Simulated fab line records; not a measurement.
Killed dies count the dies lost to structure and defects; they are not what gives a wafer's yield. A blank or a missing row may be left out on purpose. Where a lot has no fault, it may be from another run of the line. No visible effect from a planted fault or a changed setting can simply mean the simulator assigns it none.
Which tool is to blame? :: flow n5 finfet :: 42 wafers from 14 lots sampled at 6 of the route's 1938 steps

WHAT EACH GAUGE READ, for each wafer
N5_BEOL_M14_INSPECT_12: inspects for defects (macro). Usual: 2.0 for raw defect count, sd 1.3.
lot: L775
measured: day 12 21:17
on: defect inspect-01
raw defect count: 2 2 1
flag: 

lot: L777
measured: day 13 09:45
on: defect inspect-01
raw defect count: 4 2 3
flag: 

lot: L776
measured: day 14 03:00
on: defect inspect-02
raw defect count: 3 0 1
flag: 

lot: L779
measured: day 14 12:57
on: defect inspect-02
raw defect count: 0 2 0
flag: 

lot: L788
measured: day 16 05:01
on: defect inspect-02
raw defect count: 2 1 2
flag: 

lot: L786
measured: day 16 12:07
on: defect inspect-02
raw defect count: 2 2 1
flag: 

lot: L787
measured: day 17 01:59
on: defect inspect-01
raw defect count: 3 5 1
flag: 

lot: L791
measured: day 17 10:07
on: defect inspect-01
raw defect count: 1 1 1
flag: 

lot: L790
measured: day 17 15:55
on: defect inspect-01
raw defect count: 3 2 4
flag: 

lot: L789
measured: day 17 18:10
on: defect inspect-02
raw defect count: 3 1 3
flag: 

lot: L792
measured: day 18 05:13
on: defect inspect-01
raw defect count: 2 2 1
flag: 

lot: L796
measured: day 18 19:01
on: defect inspect-02
raw defect count: 0 1 2
flag: 

lot: L795
measured: day 19 00:22
on: defect inspect-02
raw defect count: 3 0 0
flag: 

lot: L797
measured: day 19 01:51
on: defect inspect-02
raw defect count: 3 0 2
flag: 

N5_BEOL_M14_CD_MEAS_17 targets a cd of 250 nm. Usual: 250.1 nm for cd nm, sd 2.4.
lot: L775
measured: day 12 21:46
on: cd sem-02
cd nm (nm): 246.8 247.6 251.3
flag: 

lot: L777
measured: day 13 10:13
on: cd sem-03
cd nm (nm): 253.9 251.1 252.3
flag: 

lot: L776
measured: day 14 03:46
on: cd sem-01
cd nm (nm): 250.7 252.6 253.0
flag: 

lot: L779
measured: day 14 13:25
on: cd sem-02
cd nm (nm): 253.1 252.6 250.0
flag: 

lot: L788
measured: day 16 05:32
on: cd sem-01
cd nm (nm): 250.9 250.0 252.9
flag: 

lot: L786
measured: day 16 12:35
on: cd sem-03
cd nm (nm): 245.5 249.6 246.0
flag: 

lot: L787
measured: day 17 02:37
on: cd sem-02
cd nm (nm): 245.2 248.7 249.2
flag: 

lot: L791
measured: day 17 10:36
on: cd sem-01
cd nm (nm): - - -
flag: OFF

lot: L790
measured: day 17 16:45
on: cd sem-01
cd nm (nm): - - -
flag: OFF

lot: L789
measured: day 17 18:59
on: cd sem-02
cd nm (nm): 251.0 250.3 252.2
flag: 

lot: L792
measured: day 18 05:50
on: cd sem-01
cd nm (nm): 248.7 246.2 246.3
flag: 

lot: L796
measured: day 18 19:29
on: cd sem-02
cd nm (nm): 249.3 249.6 248.8
flag: 

lot: L795
measured: day 19 00:50
on: cd sem-02
cd nm (nm): 251.2 247.2 247.9
flag: 

lot: L797
measured: day 19 02:23
on: cd sem-03
cd nm (nm): 248.1 246.1 249.4
flag: 

WHAT TOOL EACH LOT RAN ON (gives the tool, then ch and the chambers of the sampled wafers, and finally the start)
lot: L775
N5_BEOL_M13_STRIP_37: plasma asher-02 ch 0,1, day 12 18:52
N5_BEOL_M14_ILD_DEP_00: pecvd-03 ch 0,2, day 12 20:44
N5_BEOL_M14_ETCH_59: rie diel-04 ch 2,3, day 12 21:22
N5_BEOL_M14_VIA_ETCH_16: rie diel-04 ch 2,3, day 12 21:25

lot: L777
N5_BEOL_M13_STRIP_37: plasma asher-01 ch 1, day 13 06:34
N5_BEOL_M14_ILD_DEP_00: pecvd-02 ch 0,1, day 13 09:12
N5_BEOL_M14_ETCH_59: rie diel-04 ch 0,1,3, day 13 09:49
N5_BEOL_M14_VIA_ETCH_16: rie diel-04 ch 0,1,3, day 13 09:52

lot: L776
N5_BEOL_M13_STRIP_37: plasma asher-02 ch 0,1, day 14 00:49
N5_BEOL_M14_ILD_DEP_00: pecvd-03 ch 0,1,2, day 14 02:27
N5_BEOL_M14_ETCH_59: rie diel-01 ch 0,2,3, day 14 03:22
N5_BEOL_M14_VIA_ETCH_16: rie diel-01 ch 0,2,3, day 14 03:25

lot: L779
N5_BEOL_M13_STRIP_37: plasma asher-02 ch 0,1, day 14 07:25
N5_BEOL_M14_ILD_DEP_00: pecvd-02 ch 0,2, day 14 12:24
N5_BEOL_M14_ETCH_59: rie diel-03 ch 0,1, day 14 13:01
N5_BEOL_M14_VIA_ETCH_16: rie diel-03 ch 0,1, day 14 13:04

lot: L788
N5_BEOL_M13_STRIP_37: plasma asher-01 ch 0,1, day 16 02:25
N5_BEOL_M14_ILD_DEP_00: pecvd-02 ch 0,2, day 16 04:15
N5_BEOL_M14_ETCH_59: rie diel-01 ch 0,1,2, day 16 05:05
N5_BEOL_M14_VIA_ETCH_16: rie diel-01 ch 0,1,2, day 16 05:08

lot: L786
N5_BEOL_M13_STRIP_37: plasma asher-01 ch 0,1, day 16 05:54
N5_BEOL_M14_ILD_DEP_00: pecvd-02 ch 0,2, day 16 11:34
N5_BEOL_M14_ETCH_59: rie diel-03 ch 0,1,2, day 16 12:11
N5_BEOL_M14_VIA_ETCH_16: rie diel-03 ch 0,1,2, day 16 12:14

lot: L787
N5_BEOL_M13_STRIP_37: plasma asher-01 ch 0,1, day 16 19:14
N5_BEOL_M14_ILD_DEP_00: pecvd-02 ch 0,2, day 17 01:14
N5_BEOL_M14_ETCH_59: rie diel-04 ch 2,3, day 17 02:05
N5_BEOL_M14_VIA_ETCH_16: rie diel-04 ch 2,3, day 17 02:08

lot: L791
N5_BEOL_M13_STRIP_37: plasma asher-02 ch 0,1, day 17 05:26
N5_BEOL_M14_ILD_DEP_00: pecvd-01 ch 1,2, day 17 09:26
N5_BEOL_M14_ETCH_59: rie diel-03 ch 2,3, day 17 10:11
N5_BEOL_M14_VIA_ETCH_16: rie diel-03 ch 2,3, day 17 10:14

lot: L790
N5_BEOL_M13_STRIP_37: plasma asher-01 ch 0, day 17 11:38
N5_BEOL_M14_ILD_DEP_00: pecvd-03 ch 0,1, day 17 15:17
N5_BEOL_M14_ETCH_59: rie diel-03 ch 2,3, day 17 16:21
N5_BEOL_M14_VIA_ETCH_16: rie diel-03 ch 2,3, day 17 16:24

lot: L789
N5_BEOL_M13_STRIP_37: plasma asher-02 ch 0,1, day 17 11:43
N5_BEOL_M14_ILD_DEP_00: pecvd-01 ch 0,1,2, day 17 17:29
N5_BEOL_M14_ETCH_59: rie diel-03 ch 0,1,2, day 17 18:35
N5_BEOL_M14_VIA_ETCH_16: rie diel-03 ch 0,1,2, day 17 18:39

lot: L792
N5_BEOL_M13_STRIP_37: plasma asher-01 ch 0,1, day 18 00:23
N5_BEOL_M14_ILD_DEP_00: pecvd-02 ch 0,2, day 18 04:40
N5_BEOL_M14_ETCH_59: rie diel-01 ch 0,2,3, day 18 05:26
N5_BEOL_M14_VIA_ETCH_16: rie diel-01 ch 0,2,3, day 18 05:29

lot: L796
N5_BEOL_M13_STRIP_37: plasma asher-01 ch 0,1, day 18 15:49
N5_BEOL_M14_ILD_DEP_00: pecvd-03 ch 0,1, day 18 18:28
N5_BEOL_M14_ETCH_59: rie diel-01 ch 1,2, day 18 19:05
N5_BEOL_M14_VIA_ETCH_16: rie diel-01 ch 1,2, day 18 19:08

lot: L795
N5_BEOL_M13_STRIP_37: plasma asher-01 ch 0,1, day 18 17:46
N5_BEOL_M14_ILD_DEP_00: pecvd-03 ch 1,2, day 18 23:41
N5_BEOL_M14_ETCH_59: rie diel-03 ch 0,2, day 19 00:26
N5_BEOL_M14_VIA_ETCH_16: rie diel-03 ch 0,2, day 19 00:29

lot: L797
N5_BEOL_M13_STRIP_37: plasma asher-01 ch 0,1, day 18 18:17
N5_BEOL_M14_ILD_DEP_00: pecvd-01 ch 0,2, day 19 01:18
N5_BEOL_M14_ETCH_59: rie diel-03 ch 0,2,3, day 19 01:59
N5_BEOL_M14_VIA_ETCH_16: rie diel-03 ch 0,2,3, day 19 02:02
- N5_BEOL_M13_STRIP_37: strips in N2/H2.
- N5_BEOL_M14_ILD_DEP_00: deposits SiO2 from TEOS/O2, target thk 1119.3 nm, time 237.4 s.
- N5_BEOL_M14_ETCH_59: etches BARC in N2/H2, target depth 89 nm, overetch 26.7 nm, time 67.9 s.
- N5_BEOL_M14_VIA_ETCH_16: etches SiO2 in C4F8/O2/Ar, target depth 1231.3 nm.

AS READ BY THE TOOLS THEMSELVES (means over the sampled wafers that have a number; for cases with no such wafer, the mark the record gives instead)
N5_BEOL_M13_STRIP_37. Usual: drypump motor current A 5.89 A, standard deviation 0.2; heater power w 332 W, standard deviation 30; oes product au 0.784 a.u., standard deviation 0.011.
lot: L775
tool: plasma asher-02
drypump motor current A (A): 5.78
heater power w (W): 355
oes product au (a.u.): 0.769
flag: 

lot: L777
tool: plasma asher-01
drypump motor current A (A): 5.80
heater power w (W): 307
oes product au (a.u.): 0.790
flag: 

lot: L776
tool: plasma asher-02
drypump motor current A (A): 5.79
heater power w (W): 353
oes product au (a.u.): 0.783
flag: 

lot: L779
tool: plasma asher-02
drypump motor current A (A): 5.96
heater power w (W): 329
oes product au (a.u.): 0.798
flag: 

lot: L788
tool: plasma asher-01
drypump motor current A (A): 5.87
heater power w (W): 317
oes product au (a.u.): 0.784
flag: 

lot: L786
tool: plasma asher-01
drypump motor current A (A): 5.93
heater power w (W): 329
oes product au (a.u.): 0.792
flag: 

lot: L787
tool: plasma asher-01
drypump motor current A (A): 5.94
heater power w (W): 329
oes product au (a.u.): 0.785
flag: 

lot: L791
tool: plasma asher-02
drypump motor current A (A): 5.96
heater power w (W): 331
oes product au (a.u.): 0.788
flag: 

lot: L790
tool: plasma asher-01
drypump motor current A (A): 6.05
heater power w (W): 345
oes product au (a.u.): 0.784
flag: 

lot: L789
tool: plasma asher-02
drypump motor current A (A): 5.77
heater power w (W): 353
oes product au (a.u.): 0.787
flag: 

lot: L792
tool: plasma asher-01
drypump motor current A (A): 5.95
heater power w (W): 331
oes product au (a.u.): 0.781
flag: 

lot: L796
tool: plasma asher-01
drypump motor current A (A): 5.85
heater power w (W): 314
oes product au (a.u.): 0.786
flag: 

lot: L795
tool: plasma asher-01
drypump motor current A (A): 5.94
heater power w (W): 335
oes product au (a.u.): 0.776
flag: 

lot: L797
tool: plasma asher-01
drypump motor current A (A): 5.87
heater power w (W): 320
oes product au (a.u.): 0.794
flag: 

N5_BEOL_M14_ILD_DEP_00. Usual: chamber pressure Torr 6.500 Torr, standard deviation 0.014; heater power outer w 290 W, standard deviation 61; heater power w 533 W, standard deviation 91; showerhead plenum p Torr 8.36 Torr, standard deviation 0.045; susceptor temp C 399.96 C, standard deviation 0.23; throttle valve pct 18.7 %, standard deviation 1.1.
lot: L775
tool: pecvd-03
chamber pressure Torr (Torr): 6.512
heater power outer w (W): 310
heater power w (W): 573
showerhead plenum p Torr (Torr): 8.32
susceptor temp C (C): 400.05
throttle valve pct (%): 18.2
flag: 

lot: L777
tool: pecvd-02
chamber pressure Torr (Torr): 6.493
heater power outer w (W): 317
heater power w (W): 555
showerhead plenum p Torr (Torr): 8.32
susceptor temp C (C): 399.93
throttle valve pct (%): 18.1
flag: 

lot: L776
tool: pecvd-03
chamber pressure Torr (Torr): 6.506
heater power outer w (W): 311
heater power w (W): 574
showerhead plenum p Torr (Torr): 8.33
susceptor temp C (C): 400.23
throttle valve pct (%): 18.5
flag: 

lot: L779
tool: pecvd-02
chamber pressure Torr (Torr): 6.501
heater power outer w (W): 310
heater power w (W): 586
showerhead plenum p Torr (Torr): 8.38
susceptor temp C (C): 399.84
throttle valve pct (%): 19.1
flag: 

lot: L788
tool: pecvd-02
chamber pressure Torr (Torr): 6.482
heater power outer w (W): 301
heater power w (W): 539
showerhead plenum p Torr (Torr): 8.37
susceptor temp C (C): 399.88
throttle valve pct (%): 19.2
flag: 

lot: L786
tool: pecvd-02
chamber pressure Torr (Torr): 6.500
heater power outer w (W): 299
heater power w (W): 571
showerhead plenum p Torr (Torr): 8.37
susceptor temp C (C): 400.17
throttle valve pct (%): 19.2
flag: 

lot: L787
tool: pecvd-02
chamber pressure Torr (Torr): 6.504
heater power outer w (W): 287
heater power w (W): 531
showerhead plenum p Torr (Torr): 8.36
susceptor temp C (C): 399.71
throttle valve pct (%): 19.4
flag: 

lot: L791
tool: pecvd-01
chamber pressure Torr (Torr): -
heater power outer w (W): -
heater power w (W): -
showerhead plenum p Torr (Torr): -
susceptor temp C (C): -
throttle valve pct (%): -
flag: OFF

lot: L790
tool: pecvd-03
chamber pressure Torr (Torr): -
heater power outer w (W): -
heater power w (W): -
showerhead plenum p Torr (Torr): -
susceptor temp C (C): -
throttle valve pct (%): -
flag: OFF

lot: L789
tool: pecvd-01
chamber pressure Torr (Torr): 6.490
heater power outer w (W): 306
heater power w (W): 539
showerhead plenum p Torr (Torr): 8.41
susceptor temp C (C): 400.09
throttle valve pct (%): 18.6
flag: 

lot: L792
tool: pecvd-02
chamber pressure Torr (Torr): 6.515
heater power outer w (W): 289
heater power w (W): 555
showerhead plenum p Torr (Torr): 8.38
susceptor temp C (C): 399.98
throttle valve pct (%): 19.4
flag: 

lot: L796
tool: pecvd-03
chamber pressure Torr (Torr): 6.514
heater power outer w (W): 303
heater power w (W): 559
showerhead plenum p Torr (Torr): 8.32
susceptor temp C (C): 400.17
throttle valve pct (%): 19.4
flag: 

lot: L795
tool: pecvd-03
chamber pressure Torr (Torr): 6.501
heater power outer w (W): 258
heater power w (W): 493
showerhead plenum p Torr (Torr): 8.36
susceptor temp C (C): 399.93
throttle valve pct (%): 17.9
flag: 

lot: L797
tool: pecvd-01
chamber pressure Torr (Torr): 6.498
heater power outer w (W): 306
heater power w (W): 530
showerhead plenum p Torr (Torr): 8.38
susceptor temp C (C): 399.75
throttle valve pct (%): 17.5
flag: 

N5_BEOL_M14_ETCH_59. Usual: bias w 150.0 W, standard deviation 0.45; drypump motor current A 5.9 A, standard deviation 0.48; oes product au 0.69 a.u., standard deviation 0.067; rf vpp V 523.6 V, standard deviation 2.8; showerhead plenum p Torr 2.53 Torr, standard deviation 0.11; throttle valve pct 17.8 %, standard deviation 0.37.
lot: L775
tool: rie diel-04
bias w (W): 150.1
drypump motor current A (A): 5.3
oes product au (a.u.): 0.72
rf vpp V (V): 525.7
showerhead plenum p Torr (Torr): 2.60
throttle valve pct (%): 17.6
flag: 

lot: L777
tool: rie diel-04
bias w (W): 150.1
drypump motor current A (A): 5.9
oes product au (a.u.): 0.70
rf vpp V (V): 526.1
showerhead plenum p Torr (Torr): 2.61
throttle valve pct (%): 17.8
flag: 

lot: L776
tool: rie diel-01
bias w (W): 149.5
drypump motor current A (A): 6.3
oes product au (a.u.): 0.64
rf vpp V (V): 522.1
showerhead plenum p Torr (Torr): 2.48
throttle valve pct (%): 18.0
flag: 

lot: L779
tool: rie diel-03
bias w (W): 149.7
drypump motor current A (A): 5.5
oes product au (a.u.): 0.77
rf vpp V (V): 527.3
showerhead plenum p Torr (Torr): 2.68
throttle valve pct (%): 17.7
flag: 

lot: L788
tool: rie diel-01
bias w (W): 150.2
drypump motor current A (A): 6.3
oes product au (a.u.): 0.72
rf vpp V (V): 522.9
showerhead plenum p Torr (Torr): 2.49
throttle valve pct (%): 18.0
flag: 

lot: L786
tool: rie diel-03
bias w (W): 150.1
drypump motor current A (A): 5.4
oes product au (a.u.): 0.70
rf vpp V (V): 525.4
showerhead plenum p Torr (Torr): 2.58
throttle valve pct (%): 17.7
flag: 

lot: L787
tool: rie diel-04
bias w (W): 150.6
drypump motor current A (A): 5.3
oes product au (a.u.): 0.76
rf vpp V (V): 527.8
showerhead plenum p Torr (Torr): 2.69
throttle valve pct (%): 17.5
flag: 

lot: L791
tool: rie diel-03
bias w (W): 150.0
drypump motor current A (A): 6.1
oes product au (a.u.): 0.71
rf vpp V (V): 524.1
showerhead plenum p Torr (Torr): 2.54
throttle valve pct (%): 17.6
flag: 

lot: L790
tool: rie diel-03
bias w (W): 149.8
drypump motor current A (A): 6.1
oes product au (a.u.): 0.71
rf vpp V (V): 523.2
showerhead plenum p Torr (Torr): 2.54
throttle valve pct (%): 17.6
flag: 

lot: L789
tool: rie diel-03
bias w (W): 149.9
drypump motor current A (A): 5.4
oes product au (a.u.): 0.69
rf vpp V (V): 524.2
showerhead plenum p Torr (Torr): 2.57
throttle valve pct (%): 17.7
flag: 

lot: L792
tool: rie diel-01
bias w (W): 149.9
drypump motor current A (A): 6.3
oes product au (a.u.): 0.70
rf vpp V (V): 522.8
showerhead plenum p Torr (Torr): 2.47
throttle valve pct (%): 17.9
flag: 

lot: L796
tool: rie diel-01
bias w (W): 150.2
drypump motor current A (A): 6.1
oes product au (a.u.): 0.65
rf vpp V (V): 521.1
showerhead plenum p Torr (Torr): 2.43
throttle valve pct (%): 18.2
flag: 

lot: L795
tool: rie diel-03
bias w (W): 150.5
drypump motor current A (A): 5.4
oes product au (a.u.): 0.64
rf vpp V (V): 522.8
showerhead plenum p Torr (Torr): 2.51
throttle valve pct (%): 17.7
flag: 

lot: L797
tool: rie diel-03
bias w (W): 149.8
drypump motor current A (A): 5.8
oes product au (a.u.): 0.69
rf vpp V (V): 524.1
showerhead plenum p Torr (Torr): 2.57
throttle valve pct (%): 17.7
flag: 

N5_BEOL_M14_VIA_ETCH_16. Usual: bias w 2041 W (standard deviation 6.8); drypump motor current A 5.9 A (standard deviation 0.48); oes_f_703_au 0.80 a.u. (standard deviation 0.075); oes product au 0.73 a.u. (standard deviation 0.074); rf vpp V 2233 V (standard deviation 34); showerhead plenum p Torr 3.42 Torr (standard deviation 0.13); throttle valve pct 30.8 % (standard deviation 0.33).
lot: L775
tool: rie diel-04
bias w (W): 2045
drypump motor current A (A): 5.3
oes_f_703_au (a.u.): 0.83
oes product au (a.u.): 0.76
rf vpp V (V): 2305
showerhead plenum p Torr (Torr): 3.52
throttle valve pct (%): 30.6
flag: 

lot: L777
tool: rie diel-04
bias w (W): 2038
drypump motor current A (A): 5.9
oes_f_703_au (a.u.): 0.81
oes product au (a.u.): 0.74
rf vpp V (V): 2265
showerhead plenum p Torr (Torr): 3.52
throttle valve pct (%): 30.8
flag: 

lot: L776
tool: rie diel-01
bias w (W): 2047
drypump motor current A (A): 6.3
oes_f_703_au (a.u.): 0.75
oes product au (a.u.): 0.67
rf vpp V (V): 2203
showerhead plenum p Torr (Torr): 3.38
throttle valve pct (%): 31.0
flag: 

lot: L779
tool: rie diel-03
bias w (W): 2034
drypump motor current A (A): 5.4
oes_f_703_au (a.u.): 0.90
oes product au (a.u.): 0.82
rf vpp V (V): 2247
showerhead plenum p Torr (Torr): 3.60
throttle valve pct (%): 30.6
flag: 

lot: L788
tool: rie diel-01
bias w (W): 2044
drypump motor current A (A): 6.2
oes_f_703_au (a.u.): 0.84
oes product au (a.u.): 0.76
rf vpp V (V): 2209
showerhead plenum p Torr (Torr): 3.37
throttle valve pct (%): 31.1
flag: 

lot: L786
tool: rie diel-03
bias w (W): 2045
drypump motor current A (A): 5.4
oes_f_703_au (a.u.): 0.82
oes product au (a.u.): 0.73
rf vpp V (V): 2241
showerhead plenum p Torr (Torr): 3.47
throttle valve pct (%): 30.6
flag: 

lot: L787
tool: rie diel-04
bias w (W): 2049
drypump motor current A (A): 5.3
oes_f_703_au (a.u.): 0.86
oes product au (a.u.): 0.79
rf vpp V (V): 2317
showerhead plenum p Torr (Torr): 3.63
throttle valve pct (%): 30.6
flag: 

lot: L791
tool: rie diel-03
bias w (W): 2038
drypump motor current A (A): 6.1
oes_f_703_au (a.u.): 0.83
oes product au (a.u.): 0.31
rf vpp V (V): 2220
showerhead plenum p Torr (Torr): 3.42
throttle valve pct (%): 29.7
flag: OFF

lot: L790
tool: rie diel-03
bias w (W): 2037
drypump motor current A (A): 6.1
oes_f_703_au (a.u.): 0.83
oes product au (a.u.): 0.30
rf vpp V (V): 2220
showerhead plenum p Torr (Torr): 3.42
throttle valve pct (%): 29.8
flag: OFF

lot: L789
tool: rie diel-03
bias w (W): 2040
drypump motor current A (A): 5.4
oes_f_703_au (a.u.): 0.81
oes product au (a.u.): 0.72
rf vpp V (V): 2241
showerhead plenum p Torr (Torr): 3.47
throttle valve pct (%): 30.6
flag: 

lot: L792
tool: rie diel-01
bias w (W): 2046
drypump motor current A (A): 6.3
oes_f_703_au (a.u.): 0.81
oes product au (a.u.): 0.73
rf vpp V (V): 2201
showerhead plenum p Torr (Torr): 3.37
throttle valve pct (%): 31.0
flag: 

lot: L796
tool: rie diel-01
bias w (W): 2039
drypump motor current A (A): 6.0
oes_f_703_au (a.u.): 0.76
oes product au (a.u.): 0.68
rf vpp V (V): 2228
showerhead plenum p Torr (Torr): 3.28
throttle valve pct (%): 31.0
flag: 

lot: L795
tool: rie diel-03
bias w (W): 2046
drypump motor current A (A): 5.4
oes_f_703_au (a.u.): 0.75
oes product au (a.u.): 0.67
rf vpp V (V): 2243
showerhead plenum p Torr (Torr): 3.40
throttle valve pct (%): 30.6
flag: 

lot: L797
tool: rie diel-03
bias w (W): 2039
drypump motor current A (A): 5.8
oes_f_703_au (a.u.): 0.80
oes product au (a.u.): 0.73
rf vpp V (V): 2234
showerhead plenum p Torr (Torr): 3.46
throttle valve pct (%): 30.5
flag: 

THE ANSWER, worked out from the rows above alone
Rule: lot off if the mean of its wafers having a number is beyond 3 standard deviations from the usual mean. A lot without any number at a reading at which 4 lots or more have one is off too. The other lots that the step has rows for count as sound. The gauges are gone through in route order, then the tools' own readings, and for those a lot's mean is taken as printed above. The first step at which some lot is off is used, and at that step the reading that is off furthest; a lot without a number counts as furthest.
Off: L791, L790, at N5_BEOL_M14_CD_MEAS_17 (cd nm). Without a number there: L791, L790.
A tool fits if, at a process step before that reading, it ran every lot that is off, and no sound lot after the first of them. The gauges at N5_BEOL_M14_CD_MEAS_17 aren't tried: what is off there is off at N5_BEOL_M14_ILD_DEP_00 too, on other tools, and a gauge's error can't cause that. Of those tried, none fits.

WHAT THE SIMULATOR HAD INSERTED
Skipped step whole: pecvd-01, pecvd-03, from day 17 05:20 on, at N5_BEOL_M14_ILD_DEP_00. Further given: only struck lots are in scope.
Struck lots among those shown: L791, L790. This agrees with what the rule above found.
